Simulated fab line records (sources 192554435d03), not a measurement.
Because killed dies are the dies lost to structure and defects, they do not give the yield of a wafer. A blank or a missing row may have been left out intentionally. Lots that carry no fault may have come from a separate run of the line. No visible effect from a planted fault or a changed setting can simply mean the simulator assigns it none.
Matching of chambers | flow n5 finfet | N5_FIN_CUT_STRIP_22 on rie diel-03 has 4 sister chambers
The step strips in N2/H2. 8 wafers are shown with their chamber, then 7 later ones without.

== EACH WAFER AND ITS CHAMBER ==
wafer  | chamber | showerhead plenum p Torr (Torr) | oes product au (a.u.)
L079.5 | 3       | 3.50                            | 0.81
L079.6 | 0       | 3.30                            | 0.93
L086.6 | 1       | 3.35                            | 0.79
L087.2 | 1       | 3.35                            | 0.80
L087.3 | 2       | 3.44                            | 0.68
L087.5 | 3       | 3.50                            | 0.77
L088.1 | 0       | 3.29                            | 0.89
L088.3 | 2       | 3.44                            | 0.69

== WAFERS WITHOUT THEIR CHAMBER ==
wafer  | showerhead plenum p Torr (Torr) | oes product au (a.u.)
L088.5 | 3.29                            | 0.90
L090.1 | 3.29                            | 0.90
L090.3 | 3.49                            | 0.76
L090.4 | 3.34                            | 0.80
L091.1 | 3.43                            | 0.68
L091.2 | 3.34                            | 0.79
L091.5 | 3.43                            | 0.69

== WHICH CHAMBER EACH WENT THROUGH ==
wafer  | from the rows above | in truth
L088.5 | 0                   | 0
L090.1 | 0                   | 0
L090.3 | 3                   | 3
L090.4 | 1                   | 1
L091.1 | 2                   | 2
L091.2 | 1                   | 1
L091.5 | 2                   | 2
Placed correctly: 7 of 7. From these rows, 0 cannot be placed. 0 placed wrongly.
How it was worked out, from the rows above alone: a wafer's distance from a chamber is the root of the sum, over the readings, of the square of ((its reading less the chamber's mean) divided by the reading's scatter). If the next closest chamber is less than 2 further off than the closest, the wafer can't be placed; otherwise it belongs to the closest. Each chamber's mean is taken over the wafers shown for it. How the scatter is found: for the shown wafers, subtract from each reading the mean of its chamber, square and add these, divide the total by (wafers less chambers), then take the root.
